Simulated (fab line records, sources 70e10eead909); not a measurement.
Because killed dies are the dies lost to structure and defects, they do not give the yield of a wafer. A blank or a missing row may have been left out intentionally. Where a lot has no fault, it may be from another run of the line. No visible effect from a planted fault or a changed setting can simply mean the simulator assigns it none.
Which tool is to blame? -- flow nandHarc -- Sampling: 22 lots, 66 wafers, 4 of 1302 route steps

WHAT EACH GAUGE READ, for each wafer
NHARC_A_M1_CD_MEAS_16. Usual: cdNm reads 120.1 nm (standard deviation 0.94).
lot,measured,on,cdNm (nm),flag
L075,day 23 10:11,cdSem-02,120.5 121.1 120.5,
L074,day 23 14:33,cdSem-03,119.6 119.9 120.3,
L076,day 23 15:38,cdSem-03,119.0 119.7 120.2,
L077,day 24 05:19,cdSem-01,121.9 118.1 119.0,
L078,day 24 06:12,cdSem-02,120.5 121.3 120.5,
L079,day 25 03:41,cdSem-01,121.5 120.0 120.2,
L081,day 25 22:44,cdSem-03,119.3 120.2 119.3,
L082,day 26 09:10,cdSem-03,120.5 121.0 119.7,
L083,day 27 10:10,cdSem-01,119.6 119.7 119.7,
L085,day 27 21:57,cdSem-01,119.1 120.1 120.0,
L086,day 28 02:44,cdSem-03,120.3 121.1 119.9,
L090,day 29 00:05,cdSem-02,118.7 119.8 119.4,
L087,day 29 02:13,cdSem-03,120.7 116.6 118.9,
L088,day 29 19:07,cdSem-01,118.1 120.6 121.1,
L089,day 29 22:28,cdSem-02,121.2 120.7 122.7,
L092,day 30 01:59,cdSem-02,120.4 120.9 120.5,
L091,day 30 04:13,cdSem-01,120.6 120.0 121.1,
L094,day 30 22:15,cdSem-01,118.8 119.3 120.7,
L093,day 30 22:50,cdSem-03,119.9 119.5 120.6,
L095,day 31 21:52,cdSem-03,119.5 119.1 120.8,
L096,day 32 18:30,cdSem-03,119.5 118.4 121.6,
L097,day 33 13:31,cdSem-02,120.0 120.1 120.7,

EACH LOT AND THE TOOL THAT RAN IT (in order: tool; ch and the chambers of the sampled wafers; start)
lot,NHARC_A_M0_DESCUM_14,NHARC_A_M0_ETCH_34,NHARC_A_M1_ETCH_35
L075,"rieDiel-01 ch 0,1,3, day 23 05:46","rieDiel-01 ch 2,3, day 23 05:50","rieDiel-06 ch 2,3, day 23 09:58"
L074,"rieDiel-09 ch 0,2, day 23 09:43","rieDiel-09 ch 0,2, day 23 09:47","rieDiel-06 ch 0,1, day 23 14:20"
L076,"rieDiel-01 ch 1,3, day 23 11:17","rieDiel-01 ch 0,2,3, day 23 11:22","rieDiel-13 ch 0,1, day 23 15:25"
L077,"rieDiel-01 ch 0,1,2, day 24 01:06","rieDiel-01 ch 1,3, day 24 01:10","rieDiel-07 ch 0,1,3, day 24 05:06"
L078,"rieDiel-09 ch 0,1,3, day 24 01:43","rieDiel-09 ch 0,1,2, day 24 01:49","rieDiel-13 ch 0,2,3, day 24 05:59"
L079,"rieDiel-09 ch 0,1,3, day 24 23:07","rieDiel-09 ch 0,1,2, day 24 23:11","rieDiel-13 ch 0,1,2, day 25 03:29"
L081,"rieDiel-01 ch 0,1,3, day 25 18:23","rieDiel-01 ch 0,1,2, day 25 18:28","rieDiel-07 ch 0,3, day 25 22:31"
L082,"rieDiel-09 ch 0,1,2, day 26 04:49","rieDiel-09 ch 2,3, day 26 04:53","rieDiel-06 ch 1,2,3, day 26 08:56"
L083,"rieDiel-02 ch 0,2,3, day 27 05:51","rieDiel-02 ch 0,1,2, day 27 05:55","rieDiel-06 ch 0,2,3, day 27 09:57"
L085,"rieDiel-02 ch 1,2,3, day 27 17:32","rieDiel-02 ch 2,3, day 27 17:37","rieDiel-13 ch 0,1, day 27 21:43"
L086,"rieDiel-09 ch 2,3, day 27 22:31","rieDiel-09 ch 2,3, day 27 22:36","rieDiel-06 ch 0,1,3, day 28 02:32"
L090,"rieDiel-01 ch 0,1,2, day 28 19:46","rieDiel-01 ch 0,2,3, day 28 19:50","rieDiel-13 ch 2,3, day 28 23:52"
L087,"rieDiel-09 ch 0,2, day 28 21:52","rieDiel-09 ch 0,2,3, day 28 21:56","rieDiel-13 ch 0,1,2, day 29 02:00"
L088,"rieDiel-09 ch 0,1,3, day 29 14:53","rieDiel-09 ch 0,2,3, day 29 14:58","rieDiel-06 ch 1,2,3, day 29 18:54"
L089,"rieDiel-01 ch 0,1,3, day 29 18:06","rieDiel-01 ch 0,1,2, day 29 18:12","rieDiel-13 ch 0,1,3, day 29 22:15"
L092,"rieDiel-01 ch 0,2,3, day 29 21:37","rieDiel-01 ch 0,1,2, day 29 21:42","rieDiel-06 ch 0,1,2, day 30 01:46"
L091,"rieDiel-01 ch 0,2,3, day 29 23:52","rieDiel-01 ch 2,3, day 29 23:56","rieDiel-07 ch 0,1,3, day 30 04:01"
L094,"rieDiel-02 ch 0,1,2, day 30 17:53","rieDiel-02 ch 1,2,3, day 30 17:59","rieDiel-07 ch 0,2,3, day 30 22:02"
L093,"rieDiel-01 ch 0,1,2, day 30 18:29","rieDiel-01 ch 1,2,3, day 30 18:35","rieDiel-07 ch 0,2,3, day 30 22:37"
L095,"rieDiel-09 ch 1,3, day 31 17:28","rieDiel-09 ch 2,3, day 31 17:35","rieDiel-13 ch 0,1, day 31 21:38"
L096,"rieDiel-01 ch 1,2,3, day 32 14:12","rieDiel-01 ch 0,2,3, day 32 14:17","rieDiel-13 ch 0,1,2, day 32 18:17"
L097,"rieDiel-09 ch 2,3, day 33 08:53","rieDiel-09 ch 1,2,3, day 33 08:59","rieDiel-07 ch 0,2, day 33 13:18"
- NHARC_A_M0_DESCUM_14: chemistry O2, time 3 s.
- NHARC_A_M0_ETCH_34: etches the open film in N2/H2, target depth 40 nm, overetch 12 nm, time 43.94 s.
- NHARC_A_M1_ETCH_35: etches the open film in N2/H2, target depth 40 nm, overetch 12 nm, time 43.94 s.

AS READ BY THE TOOLS THEMSELVES (means over the sampled wafers that have a number; for cases with no such wafer, the mark the record gives instead)
NHARC_A_M0_DESCUM_14. Usual: drypumpMotorCurrentA 5.7 A, standard deviation 0.43; o2FlowSccm 200.1 sccm, standard deviation 0.62; oesProductAu 0.997 a.u., standard deviation 0.011; rfVppV 57.7 V, standard deviation 0.91; showerheadPlenumPTorr 1.91 Torr, standard deviation 0.093; throttleValvePct 11.311 %, standard deviation 0.0082.
lot,tool,drypumpMotorCurrentA (A),o2FlowSccm (sccm),oesProductAu (a.u.),rfVppV (V),showerheadPlenumPTorr (Torr),throttleValvePct (%),flag
L075,rieDiel-01,5.7,200.3,1.004,57.5,1.88,11.315,
L074,rieDiel-09,5.4,200.0,1.013,57.3,1.87,11.308,
L076,rieDiel-01,5.5,199.7,0.999,57.3,1.89,11.308,
L077,rieDiel-01,5.7,199.6,0.997,57.7,1.89,11.307,
L078,rieDiel-09,5.8,200.6,1.005,57.2,1.87,11.309,
L079,rieDiel-09,5.8,200.0,0.991,57.4,1.87,11.300,
L081,rieDiel-01,5.8,200.1,1.002,56.9,1.88,11.306,
L082,rieDiel-09,5.6,199.0,0.996,59.3,1.88,11.313,
L083,rieDiel-02,6.1,200.6,0.997,57.6,1.87,11.318,
L085,rieDiel-02,5.9,199.7,1.009,58.4,1.94,11.306,
L086,rieDiel-09,5.3,200.5,0.991,56.9,1.89,11.309,
L090,rieDiel-01,5.7,199.5,0.998,56.8,1.89,11.308,
L087,rieDiel-09,5.4,199.8,1.004,57.3,1.87,11.306,
L088,rieDiel-09,5.8,199.9,0.984,57.9,1.86,11.312,
L089,rieDiel-01,5.8,200.0,0.998,58.2,1.88,11.315,
L092,rieDiel-01,5.9,200.4,0.991,57.9,1.95,11.318,
L091,rieDiel-01,5.8,200.3,0.993,57.3,1.95,11.308,
L094,rieDiel-02,5.9,200.3,1.000,56.9,1.88,11.307,
L093,rieDiel-01,5.7,200.4,0.989,57.4,1.88,11.311,
L095,rieDiel-09,5.5,200.0,0.986,57.1,1.90,11.316,
L096,rieDiel-01,5.7,200.1,0.987,57.6,1.96,11.317,
L097,rieDiel-09,5.3,200.8,0.991,57.1,1.89,11.310,

NHARC_A_M0_ETCH_34. Usual: drypumpMotorCurrentA 5.7 A, standard deviation 0.43; oesProductAu 1.000 a.u., standard deviation 0.011; rfVppV 430.4 V, standard deviation 2.9; showerheadPlenumPTorr 2.03 Torr, standard deviation 0.1; throttleValvePct 14.171 %, standard deviation 0.01.
lot,tool,drypumpMotorCurrentA (A),oesProductAu (a.u.),rfVppV (V),showerheadPlenumPTorr (Torr),throttleValvePct (%),flag
L075,rieDiel-01,5.8,0.996,434.3,2.17,14.165,
L074,rieDiel-09,5.4,0.999,429.5,1.99,14.169,
L076,rieDiel-01,5.8,0.989,431.8,2.08,14.176,
L077,rieDiel-01,5.7,0.993,431.6,2.09,14.179,
L078,rieDiel-09,5.6,1.016,429.4,2.00,14.174,
L079,rieDiel-09,5.6,1.005,430.1,2.00,14.172,
L081,rieDiel-01,5.7,0.997,429.9,2.01,14.175,
L082,rieDiel-09,5.3,1.002,429.0,2.01,14.163,
L083,rieDiel-02,6.0,1.002,429.3,2.01,14.167,
L085,rieDiel-02,5.9,1.010,429.8,2.01,14.175,
L086,rieDiel-09,5.3,0.995,430.2,2.01,14.173,
L090,rieDiel-01,5.8,1.009,432.0,2.08,14.165,
L087,rieDiel-09,5.6,1.001,429.1,1.98,14.171,
L088,rieDiel-09,5.6,0.997,427.8,1.98,14.176,
L089,rieDiel-01,5.7,0.994,429.7,2.01,14.177,
L092,rieDiel-01,5.7,0.993,430.0,2.01,14.164,
L091,rieDiel-01,5.8,1.002,434.3,2.17,14.171,
L094,rieDiel-02,5.9,1.005,431.6,2.06,14.164,
L093,rieDiel-01,5.6,0.997,432.3,2.09,14.161,
L095,rieDiel-09,5.0,0.994,430.5,2.03,14.168,
L096,rieDiel-01,5.9,0.996,431.4,2.08,14.180,
L097,rieDiel-09,5.2,0.997,431.0,2.03,14.169,

NHARC_A_M1_ETCH_35. Usual: drypumpMotorCurrentA 5.5 A, standard deviation 0.39; oesProductAu 1.001 a.u., standard deviation 0.014; rfVppV 430.8 V, standard deviation 2.5; showerheadPlenumPTorr 2.06 Torr, standard deviation 0.093; throttleValvePct 14.171 %, standard deviation 0.0099.
lot,tool,drypumpMotorCurrentA (A),oesProductAu (a.u.),rfVppV (V),showerheadPlenumPTorr (Torr),throttleValvePct (%),flag
L075,rieDiel-06,5.7,0.987,432.2,2.11,14.167,
L074,rieDiel-06,5.5,1.007,431.3,2.08,14.173,
L076,rieDiel-13,4.9,0.994,432.9,2.13,14.172,
L077,rieDiel-07,5.6,1.010,431.3,2.04,14.163,
L078,rieDiel-13,5.6,1.001,430.2,2.01,14.173,
L079,rieDiel-13,5.2,0.998,429.8,2.04,14.172,
L081,rieDiel-07,5.7,1.012,432.5,2.09,14.174,
L082,rieDiel-06,5.7,1.012,431.9,2.09,14.168,
L083,rieDiel-06,5.5,0.996,432.3,2.12,14.174,
L085,rieDiel-13,4.9,0.989,431.2,2.08,14.164,
L086,rieDiel-06,5.6,0.997,432.5,2.10,14.170,
L090,rieDiel-13,6.0,0.992,430.6,2.02,14.173,
L087,rieDiel-13,5.2,0.990,429.9,2.04,14.170,
L088,rieDiel-06,5.7,0.993,431.1,2.09,14.167,
L089,rieDiel-13,5.3,0.989,432.9,2.10,14.185,
L092,rieDiel-06,5.5,1.014,431.9,2.10,14.163,
L091,rieDiel-07,5.6,1.011,430.5,2.04,14.168,
L094,rieDiel-07,5.6,1.000,429.6,2.00,14.163,
L093,rieDiel-07,5.6,1.008,428.9,2.00,14.164,
L095,rieDiel-13,4.9,0.999,432.0,2.13,14.176,
L096,rieDiel-13,5.2,1.001,430.3,2.04,14.166,
L097,rieDiel-07,5.8,1.005,430.9,2.06,14.177,

THE ANSWER, worked out from the rows above alone
Rule: a lot counts as off when the mean over its wafers that have a number is more than 3 standard deviations away from the usual mean. Also off: a lot with no number at a reading for which 4 or more lots have one. Any other lot the step has rows for is counted as sound. The gauges are gone through in route order, then the tools' own readings, and for those a lot's mean is taken as printed above. The first step at which some lot is off is used, and at that step the reading that is off furthest; a lot without a number counts as furthest.
Across all readings shown, no lot is off: no conclusion can be drawn from this.

WHAT WAS PUT IN BY THE SIMULATOR
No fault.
